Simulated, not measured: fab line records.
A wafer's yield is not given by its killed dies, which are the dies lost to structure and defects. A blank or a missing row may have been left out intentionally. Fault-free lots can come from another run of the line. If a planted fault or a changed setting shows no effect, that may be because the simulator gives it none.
Split-lot experiment :: flow n5-finfet :: route with 1938 steps; 7 lots, 21 wafers read

## SPLIT DETAILS
At N5_BEOL_M3_COAT_76 (time 60 s, resist thk 5 nm), the setting spin-rpm was moved away from the recipe's 1500 rpm on 5 of the 21 wafers read, by -9.9% to +6.9%. This setting was run at the recipe's value on the other wafers.

## FROM THE SPLIT TO THE READING: what the file shows between them, 4 steps
- N5_BEOL_M3_COAT_22: resist thk 30 nm (also split here: spin-rpm)
- N5_BEOL_M3_EBR_24
- N5_BEOL_M3_SOFTBAKE_23: time 60 s
- N5_BEOL_M3_DESCUM_33: chemistry O2, time 7 s

## THE READING
etch.depth-nm (the simulator's own value, which no gauge read), in nm, at N5_BEOL_M3_ETCH_77 (etches underlayer in N2/H2, target depth 6.5 nm, time 5.2 s). There is no usual value for it anywhere in the file. Here, 16 wafers ran the recipe; their average is 5.010 nm with a standard deviation of 0.015 nm.

wafer: L074.1
tool, chamber at the split: litho-track-04, 0
spin-rpm as run, rpm: 1355
against the recipe: -9.7%
etch.depth-nm, nm: 5.264
against lot-mates on the recipe: +0.270

wafer: L074.3
tool, chamber at the split: litho-track-04, 0
spin-rpm as run, rpm: 1355
against the recipe: -9.7%
etch.depth-nm, nm: 5.252
against lot-mates on the recipe: +0.258

wafer: L074.6
tool, chamber at the split: litho-track-04, 0
spin-rpm as run, rpm: 1500
against the recipe: recipe
etch.depth-nm, nm: 4.994
against lot-mates on the recipe: -

wafer: L078.3
tool, chamber at the split: litho-track-04, 0
spin-rpm as run, rpm: 1500
against the recipe: recipe
etch.depth-nm, nm: 4.998
against lot-mates on the recipe: -

wafer: L078.4
tool, chamber at the split: litho-track-04, 0
spin-rpm as run, rpm: 1500
against the recipe: recipe
etch.depth-nm, nm: 4.979
against lot-mates on the recipe: -

wafer: L078.6
tool, chamber at the split: litho-track-04, 0
spin-rpm as run, rpm: 1500
against the recipe: recipe
etch.depth-nm, nm: 4.996
against lot-mates on the recipe: -

wafer: L081.1
tool, chamber at the split: litho-track-04, 0
spin-rpm as run, rpm: 1389
against the recipe: -7.4%
etch.depth-nm, nm: 5.213
against lot-mates on the recipe: +0.192

wafer: L081.4
tool, chamber at the split: litho-track-04, 0
spin-rpm as run, rpm: 1500
against the recipe: recipe
etch.depth-nm, nm: 5.014
against lot-mates on the recipe: -

wafer: L081.6
tool, chamber at the split: litho-track-04, 0
spin-rpm as run, rpm: 1500
against the recipe: recipe
etch.depth-nm, nm: 5.029
against lot-mates on the recipe: -

wafer: L084.2
tool, chamber at the split: litho-track-02, 0
spin-rpm as run, rpm: 1604
against the recipe: +6.9%
etch.depth-nm, nm: 4.845
against lot-mates on the recipe: -0.156

wafer: L084.3
tool, chamber at the split: litho-track-02, 0
spin-rpm as run, rpm: 1500
against the recipe: recipe
etch.depth-nm, nm: 5.003
against lot-mates on the recipe: -

wafer: L084.5
tool, chamber at the split: litho-track-02, 0
spin-rpm as run, rpm: 1500
against the recipe: recipe
etch.depth-nm, nm: 4.998
against lot-mates on the recipe: -

wafer: L087.4
tool, chamber at the split: litho-track-04, 0
spin-rpm as run, rpm: 1500
against the recipe: recipe
etch.depth-nm, nm: 5.013
against lot-mates on the recipe: -

wafer: L087.5
tool, chamber at the split: litho-track-04, 0
spin-rpm as run, rpm: 1500
against the recipe: recipe
etch.depth-nm, nm: 5.002
against lot-mates on the recipe: -

wafer: L087.6
tool, chamber at the split: litho-track-04, 0
spin-rpm as run, rpm: 1500
against the recipe: recipe
etch.depth-nm, nm: 5.026
against lot-mates on the recipe: -

wafer: L093.1
tool, chamber at the split: litho-track-03, 0
spin-rpm as run, rpm: 1500
against the recipe: recipe
etch.depth-nm, nm: 5.032
against lot-mates on the recipe: -

wafer: L093.2
tool, chamber at the split: litho-track-03, 0
spin-rpm as run, rpm: 1351
against the recipe: -9.9%
etch.depth-nm, nm: 5.289
against lot-mates on the recipe: +0.259

wafer: L093.6
tool, chamber at the split: litho-track-03, 0
spin-rpm as run, rpm: 1500
against the recipe: recipe
etch.depth-nm, nm: 5.027
against lot-mates on the recipe: -

wafer: L092.3
tool, chamber at the split: litho-track-03, 0
spin-rpm as run, rpm: 1500
against the recipe: recipe
etch.depth-nm, nm: 5.016
against lot-mates on the recipe: -

wafer: L092.5
tool, chamber at the split: litho-track-03, 0
spin-rpm as run, rpm: 1500
against the recipe: recipe
etch.depth-nm, nm: 5.021
against lot-mates on the recipe: -

wafer: L092.6
tool, chamber at the split: litho-track-03, 0
spin-rpm as run, rpm: 1500
against the recipe: recipe
etch.depth-nm, nm: 5.011
against lot-mates on the recipe: -

THE FIT
A straight line over all 21 wafers: etch.depth-nm changes by -0.0262 nm for each +1% of spin-rpm; r = -0.99; the points scatter about the line by 0.015 nm.
The same after taking each lot's own level away (the mean of its wafers on the recipe; 21 wafers): -0.026 nm for each +1%; r = -1.00; scatter 0.0091 nm.
On that fit, the largest move of spin-rpm shifts the reading by 0.26 nm.
Measured against the standard deviation above, the lots' own levels, which go from 4.9910 to 5.0295 nm, span 2.6 times it.
So the lot-to-lot level changes the slope little: the two slopes agree.
Check: +0.261 nm against its lot-mates is what the line predicts for one of the wafers moved furthest among these (-9.9%) when that wafer is left out of the fit. It came out at +0.259 nm against them.

## ADDITIONAL SPLITS CARRIED BY THESE WAFERS
These wafers also went through other splits before the reading. Each is held against what the fit with the lots' levels taken away leaves over:
other split on the same wafers: N5_BEOL_M2_DESCUM_33 time-s
wafers away from the commonest value: 7
r with etch.depth-nm (lot level and that fit taken away): -0.06

other split on the same wafers: N5_BEOL_M2_ETCHBACK_99 time-s
wafers away from the commonest value: 9
r with etch.depth-nm (lot level and that fit taken away): -0.33

other split on the same wafers: N5_BEOL_M2_ETCH_70 time-s
wafers away from the commonest value: 8
r with etch.depth-nm (lot level and that fit taken away): -0.37

other split on the same wafers: N5_BEOL_M3_COAT_22 spin-rpm
wafers away from the commonest value: 8
r with etch.depth-nm (lot level and that fit taken away): +0.00

## THE FILE'S OWN FIT
etch.depth-nm changes by -0.0259 nm for each +1% of spin-rpm, r = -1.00.
